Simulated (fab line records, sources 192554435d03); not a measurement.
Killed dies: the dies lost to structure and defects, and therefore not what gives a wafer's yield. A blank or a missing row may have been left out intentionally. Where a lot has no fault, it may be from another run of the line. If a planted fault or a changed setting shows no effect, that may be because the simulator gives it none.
Comparing a struck lot with a sound one | flow n5 finfet | 15 out of 1938 route steps
Sound: these wafers, L381.1, L381.2, L381.5. Struck: wafer L374.6 (left out: L374.3, L374.5 of the same lot, which were not struck); the cause appears at the end.
Order at every step that has rows: each side's tool, ch and its chambers, its first start. Under that, the readings that differ: sound wafers | struck wafers | difference of the means | sigmas: that difference in standard deviations of wafers without a fault.
alike: readings with means less than 2 such deviations apart, plus words and numbers identical on both sides. not compared: withheld readings, readings lacking a value on some wafer, bounds such as >300 that could conceal the same value, and numbers that have no deviation in the record and whose values overlap.
A row with sigmas, a row that says differs or no value, or rows on one side alone: a step with any of these is where the two part. Numbers that have no deviation but don't overlap get no sigmas and don't part them. Lack of a reading on every wafer of one side parts them only where that side has two or more wafers.

first, 3 steps without rows for these wafers: N5_SDB_PRECLEAN_38 (cleans in dHF, time 10 s); N5_SDB_PRECLEAN_39 (cleans in O3/DIW, time 45 s); N5_SDB_SRD_28 (time 30 s).
N5_SDB_ALD_29: deposits SiNx, target thk 30 nm, pulse time 1 s, ald cycles 600.
  sound on ald sin-01 ch 0,2,3, day 6 18:37; struck on ald sin-04 ch 1, day 5 03:44
  reading                      | sound             | struck | difference | sigmas
  chamber pressure Torr (Torr) | 1.998 2.009 1.998 | 1.987  | -0.015     | -3
  heater power outer w (W)     | 462 618 507       | 404    | -125       | -2
  heater power w (W)           | 803 958 881       | 702    | -179       | -2
  precursor pulse height rel   | 0.974 0.994 0.982 | 1.036  | +0.053     | +3
N5_SDB_CMP_30: polishes, stops on poly-Si, t overpolish 1.54 s, target thk 30 nm.
  sound on cmp-01 ch 0,1, day 6 21:20; struck on cmp-04 ch 0, day 5 05:09
  alike: motor current A, overpolish run s, time to endpoint s
N5_SDB_THK_MEAS_31:
  sound on film metro-02, day 6 21:38; struck on film metro-01, day 5 05:25
  alike: SDB_THK
N5_SDB_INSPECT_36: inspects for defects (darkfield).
  sound on defect inspect-02, day 6 21:40; struck on defect inspect-01, day 5 05:26
  reading          | sound    | struck | difference | sigmas
  raw defect count | 29 28 20 | 53     | +27        | +2
N5_DUMMY_REMOVAL_HM_STRIP_01: strips SiNx in CH3F/O2, stops on poly-Si, target depth 4 nm, time 6.8 s.
  sound on rie diel-04 ch 1,3, day 6 21:43; struck on rie diel-04 ch 2, day 5 05:28
  reading                     | sound          | struck | difference | sigmas
  drypump motor current A (A) | 6.21 6.01 6.03 | 5.62   | -0.46      | -2
  alike: CH3F_flow_sccm, O2_flow_sccm, oes product au, rf vpp V, showerhead plenum p Torr, throttle valve pct
  not compared: rf hours counter h
N5_DUMMY_REMOVAL_STRIP_10: strips in N2/H2, time 40 s.
  sound on rie diel-04 ch 1,3, day 6 21:44; struck on rie diel-04 ch 2, day 5 05:30
  reading          | sound             | struck | difference | sigmas
  bias power w (W) | 2.999 2.990 2.997 | 3.013  | +0.018     | +2
  alike: drypump motor current A, oes product au, rf vpp V, showerhead plenum p Torr, throttle valve pct
  not compared: rf hours counter h
then, 2 steps without rows for these wafers: N5_DUMMY_REMOVAL_PRECLEAN_07 (cleans in dHF, time 30 s); N5_DUMMY_REMOVAL_DUMMY_REMOVE_02 (chemistry TMAH, target poly-Si, stops on SiO2, target depth 142 nm, time 57 s, rinse time 30 s).
N5_DUMMY_REMOVAL_INSPECT_06: inspects for defects (brightfield).
  sound on defect inspect-01, day 6 21:58; struck on defect inspect-01, day 5 05:40
  reading          | sound  | struck | difference | sigmas
  raw defect count | 9 11 7 | 23     | +14        | +2
N5_DUMMY_REMOVAL_PRECLEAN_08: cleans in NF3:NH3, afs cycles 2, time 20 s, sublimation time 60 s.
  sound on remote plasma-02 ch 0, day 6 22:00; struck on remote plasma-01 ch 0, day 5 05:46
  reading    | sound    | struck | difference | sigmas
  time s (s) | 20 20 20 | 24.357 | +4.357     |
then, 1 step without rows for these wafers: N5_DUMMY_REMOVAL_PRECLEAN_04 (cleans in DHF, time 37 s).
-- here the record skips 4 days between the struck wafers' starts before and after, leaving off in module DUMMY_REMOVAL and picking up in module BEOL_M4 (first step shown: number 1111 of the route) --
N5_BEOL_M4_RC_MEAS_101:
  sound on prober-02 ch 0, day 11 00:19; struck on prober-01 ch 0, day 8 18:04
  alike: DIBL_N, DIBL_P, IOFF_N, IOFF_P, ION_N, ION_P, SS_N, SS_P, VT_N, VT_P

WHERE THEY PART
At N5_SDB_ALD_29 first; at N5_DUMMY_REMOVAL_INSPECT_06 last (within this record only). Later steps at which nothing parts them and some readings are alike: N5_BEOL_M4_RC_MEAS_101.

WHY: what the simulator had put in
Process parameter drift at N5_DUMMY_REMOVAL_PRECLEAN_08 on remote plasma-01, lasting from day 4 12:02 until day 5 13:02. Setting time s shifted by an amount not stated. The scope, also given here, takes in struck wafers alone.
